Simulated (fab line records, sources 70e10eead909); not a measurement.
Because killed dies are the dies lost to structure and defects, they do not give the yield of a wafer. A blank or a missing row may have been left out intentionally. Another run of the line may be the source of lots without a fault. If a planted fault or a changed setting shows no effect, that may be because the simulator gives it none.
A lot that was struck, set against a sound lot || flow nandHarc || 14 out of 1302 route steps
Sound: these wafers, L895.1, L895.4, L895.6. Wafers struck: L893.2, L893.3, L893.6. Last of all comes the cause.
Order at every step that has rows: each side's tool, ch and its chambers, its first start. Under that, the readings that differ: sound wafers || struck wafers || difference of the means || sigmas: that difference in standard deviations of wafers without a fault.
alike: readings whose means differ by less than 2 such deviations, and words and numbers that are the same on both sides. not compared: withheld readings, readings that some wafer has no value for, bounds like >300 that may hide the same value, and numbers for which the record gives no deviation and whose values overlap.
A row with sigmas, a row that says differs or no value, or rows on one side alone: a step with any of these is where the two part. Non-overlapping numbers with no deviation appear without sigmas and do not part them. Lack of a reading on every wafer of one side parts them only where that side has two or more wafers.

first, 1 step without rows for these wafers: NHARC_A_CONTACT_DEVELOP_07 (develop time 35 s).
NHARC_A_CONTACT_CD_MEAS_08 targets a cd of 200 nm.
  sound on cdSem-02 ch 0, day 30 20:02; struck on cdSem-02 ch 0, day 30 04:37
  alike: cdNm
NHARC_A_CONTACT_OVL_MEAS_09:
  sound: overlay-01 at day 30 20:08; struck: overlay-02 at day 30 04:42
  alike: overlayXNm, overlayYNm
NHARC_A_CONTACT_INSPECT_10:
  sound: defectInspect-01 at day 30 20:10; struck: defectInspect-01 at day 30 04:44
  alike: rawDefectCount
NHARC_A_CONTACT_DESCUM_13: chemistry O2, time 3 s.
  sound on rieDiel-08 ch 2,3, day 30 20:14; struck on rieDiel-02 ch 1,2, day 30 04:48
{"reading": "showerheadPlenumPTorr (Torr)", "sound": "1.83 1.86 1.86", "struck": "1.87 2.02 2.02", "difference": "+0.12", "sigmas": "+2"}
  alike: drypumpMotorCurrentA, o2FlowSccm, oesProductAu, rfVppV, throttleValvePct
  not compared: rfHoursCounterH
NHARC_A_CONTACT_ETCH_88: etches the open film in CF4, target depth 39 nm, time 65 s.
  sound on rieDiel-08 ch 1,2,3, day 30 20:19; struck on rieDiel-02 ch 1,3, day 30 04:53
  alike: biasW, cf4FlowSccm, drypumpMotorCurrentA, oesProductAu, rfVppV, showerheadPlenumPTorr, throttleValvePct
  not compared: rfHoursCounterH
then, 1 step without rows for these wafers: NHARC_A_CONTACT_ETCH_89 (etches the open film in N2/H2, target depth 260 nm, time 475.3 s).
NHARC_A_CONTACT_ETCH_30: etches the open film in CF4/CHF3, target depth 72.6 nm, time 36.3 s.
  sound on rieDiel-08 ch 0,1,2; struck on rieDiel-02 ch 1,2,3
  alike: biasW, cf4FlowSccm, chf3FlowSccm, drypumpMotorCurrentA, oesProductAu, rfVppV, showerheadPlenumPTorr, throttleValvePct
  not compared: rfHoursCounterH
then, 1 step without rows for these wafers: NHARC_A_CONTACT_ETCH_31 (etches the open film in O2/COS, target depth 2800 nm, time 728 s).
NHARC_A_CONTACT_ETCH_134: etches the open film in C4F8/O2/Ar, time 140 s, target depth 700 nm.
  sound on harCapEtch-03 ch 0,1, day 30 21:23; struck on harCapEtch-02 ch 0,1, day 30 05:55
  alike: chamberPressureMTorr, oesAirLineAu
  not compared: rfHoursCounterH
NHARC_A_CONTACT_ETCH_135: etches the open film in C4F8/O2/Ar, time 311 s, target depth 1912 nm.
  sound on harCapEtch-03 ch 0,1, day 30 21:36; struck on harCapEtch-02 ch 0,1, day 30 06:07
  alike: chamberPressureMTorr, oesAirLineAu
  not compared: rfHoursCounterH
then, 1 step without rows for these wafers: NHARC_A_CONTACT_ETCH_136 (etches the open film in C4F8/O2/Ar, time 311 s, target depth 1912 nm).
NHARC_A_CONTACT_ETCH_137: etches the open film in C4F8/O2/Ar, time 311 s, target depth 1912 nm.
  sound on harCapEtch-03 ch 0,1, day 30 22:09; struck on harCapEtch-02 ch 0,1, day 30 06:39
  no value came back on the struck wafers for chamberPressureMTorr (mTorr), oesAirLineAu (a.u.); on the sound wafers chamberPressureMTorr (mTorr) reads 19.991 20.017 20.006
  not compared: rfHoursCounterH
then, 1 step without rows for these wafers: NHARC_A_CONTACT_ETCH_138 (etches the open film in C4F8/O2/Ar, time 311 s, target depth 1914 nm).

WHERE THEY PART
First at NHARC_A_CONTACT_DESCUM_13; last, within this record, at NHARC_A_CONTACT_ETCH_137.

WHY: the cause the simulator had injected
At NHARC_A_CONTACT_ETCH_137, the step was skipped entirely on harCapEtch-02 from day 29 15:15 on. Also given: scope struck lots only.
